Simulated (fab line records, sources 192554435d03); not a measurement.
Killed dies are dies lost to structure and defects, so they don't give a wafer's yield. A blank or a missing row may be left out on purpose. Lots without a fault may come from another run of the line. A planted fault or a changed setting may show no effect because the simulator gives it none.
Chamber matching | flow n5_finfet | N5_BEOL_M9_PECVD_70 on pecvd-01: 3 sister chambers
The step deposits SiO2 from TEOS/O2, target thk 20 nm, time 22.7 s. 6 wafers are shown with their chamber, then 8 later ones without.

WAFERS WITH THEIR CHAMBER
wafer  | chamber | throttle_valve_pct (%) | showerhead_plenum_p_Torr (Torr)
L083.5 | 1       | 25.5                   | 8.86
L083.6 | 0       | 22.1                   | 8.79
L087.1 | 2       | 21.1                   | 8.95
L087.5 | 2       | 21.2                   | 8.95
L087.6 | 0       | 22.4                   | 8.77
L090.2 | 1       | 25.6                   | 8.87

WAFERS WITHOUT THEIR CHAMBER
wafer  | throttle_valve_pct (%) | showerhead_plenum_p_Torr (Torr)
L090.3 | 21.1                   | 8.95
L090.5 | 25.6                   | 8.87
L091.2 | 21.1                   | 8.94
L091.3 | 22.3                   | 8.76
L091.6 | 25.7                   | 8.87
L096.2 | 22.3                   | 8.78
L096.4 | 25.6                   | 8.86
L096.6 | 25.8                   | 8.83

WHICH CHAMBER EACH WENT THROUGH
wafer  | from the rows above | in truth
L090.3 | 2                   | 2
L090.5 | 1                   | 1
L091.2 | 2                   | 2
L091.3 | 0                   | 0
L091.6 | 1                   | 1
L096.2 | 0                   | 0
L096.4 | 1                   | 1
L096.6 | 1                   | 1
Placed correctly: 8 of 8. Can't be placed from these rows: 0. Placed wrongly: 0.
How it was worked out, from the rows above alone: a wafer's distance from a chamber is the root of the sum, over the readings, of the square of ((its reading less the chamber's mean) divided by the reading's scatter). The wafer belongs to the nearest chamber; if the next one is less than 2 further off, it can't be placed. A chamber's mean is the mean of its shown wafers. The scatter: the root of (the sum of the squares of (reading less its chamber's mean) over the shown wafers, divided by (wafers less chambers)).
